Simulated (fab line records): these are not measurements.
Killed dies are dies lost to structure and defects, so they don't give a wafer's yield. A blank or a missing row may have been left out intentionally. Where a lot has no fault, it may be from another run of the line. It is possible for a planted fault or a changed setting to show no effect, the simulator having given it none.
Chamber matching / flow nand-harc / NHARC_A_CHANNEL_FILL_D1_STRIP_28 on rie-diel-01: 4 sister chambers
The step strips in O2, time 20 s. 8 wafers are shown with their chamber, then 11 later ones without.

== EACH WAFER AND ITS CHAMBER ==
wafer=L079.1; chamber=0; drypump-motor-current-A (A)=5.3; oes-product-au (a.u.)=1.011
wafer=L088.2; chamber=2; drypump-motor-current-A (A)=5.0; oes-product-au (a.u.)=1.001
wafer=L087.2; chamber=0; drypump-motor-current-A (A)=5.3; oes-product-au (a.u.)=1.015
wafer=L087.3; chamber=1; drypump-motor-current-A (A)=6.0; oes-product-au (a.u.)=1.014
wafer=L089.4; chamber=3; drypump-motor-current-A (A)=6.1; oes-product-au (a.u.)=0.998
wafer=L089.5; chamber=3; drypump-motor-current-A (A)=6.1; oes-product-au (a.u.)=0.998
wafer=L089.6; chamber=2; drypump-motor-current-A (A)=5.0; oes-product-au (a.u.)=0.996
wafer=L091.1; chamber=1; drypump-motor-current-A (A)=6.1; oes-product-au (a.u.)=1.011

== WAFERS WITHOUT THEIR CHAMBER ==
wafer=L091.2; drypump-motor-current-A (A)=5.0; oes-product-au (a.u.)=1.003
wafer=L091.6; drypump-motor-current-A (A)=5.3; oes-product-au (a.u.)=1.005
wafer=L092.2; drypump-motor-current-A (A)=6.1; oes-product-au (a.u.)=1.002
wafer=L092.3; drypump-motor-current-A (A)=5.0; oes-product-au (a.u.)=1.004
wafer=L092.6; drypump-motor-current-A (A)=5.3; oes-product-au (a.u.)=1.006
wafer=L096.3; drypump-motor-current-A (A)=6.0; oes-product-au (a.u.)=1.013
wafer=L096.4; drypump-motor-current-A (A)=5.0; oes-product-au (a.u.)=1.015
wafer=L096.5; drypump-motor-current-A (A)=5.0; oes-product-au (a.u.)=1.005
wafer=L095.1; drypump-motor-current-A (A)=5.0; oes-product-au (a.u.)=1.015
wafer=L095.4; drypump-motor-current-A (A)=6.1; oes-product-au (a.u.)=1.013
wafer=L095.6; drypump-motor-current-A (A)=5.0; oes-product-au (a.u.)=1.003

== CHAMBER TAKEN BY EACH ==
wafer=L091.2; from the rows above=2; in truth=2
wafer=L091.6; from the rows above=0; in truth=0
wafer=L092.2; from the rows above=3; in truth=3
wafer=L092.3; from the rows above=2; in truth=2
wafer=L092.6; from the rows above=0; in truth=0
wafer=L096.3; from the rows above=1; in truth=1
wafer=L096.4; from the rows above=can't be placed: 2 or 0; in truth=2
wafer=L096.5; from the rows above=2; in truth=2
wafer=L095.1; from the rows above=can't be placed: 2 or 0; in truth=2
wafer=L095.4; from the rows above=1; in truth=1
wafer=L095.6; from the rows above=2; in truth=2
Correct placement for 9 of the 11. From these rows, 2 cannot be placed; in 2 the true chamber is one of the candidates. 0 placed wrongly.
How it was worked out, from the rows above alone: a wafer's distance from a chamber is the root of the sum, over the readings, of the square of ((its reading less the chamber's mean) divided by the reading's scatter). The wafer belongs to the nearest chamber; if the next one is less than 2 further off, it can't be placed. For every chamber, the mean is computed from those of its wafers that are shown. How the scatter is found: for the shown wafers, subtract from each reading the mean of its chamber, square and add these, divide the total by (wafers less chambers), then take the root.
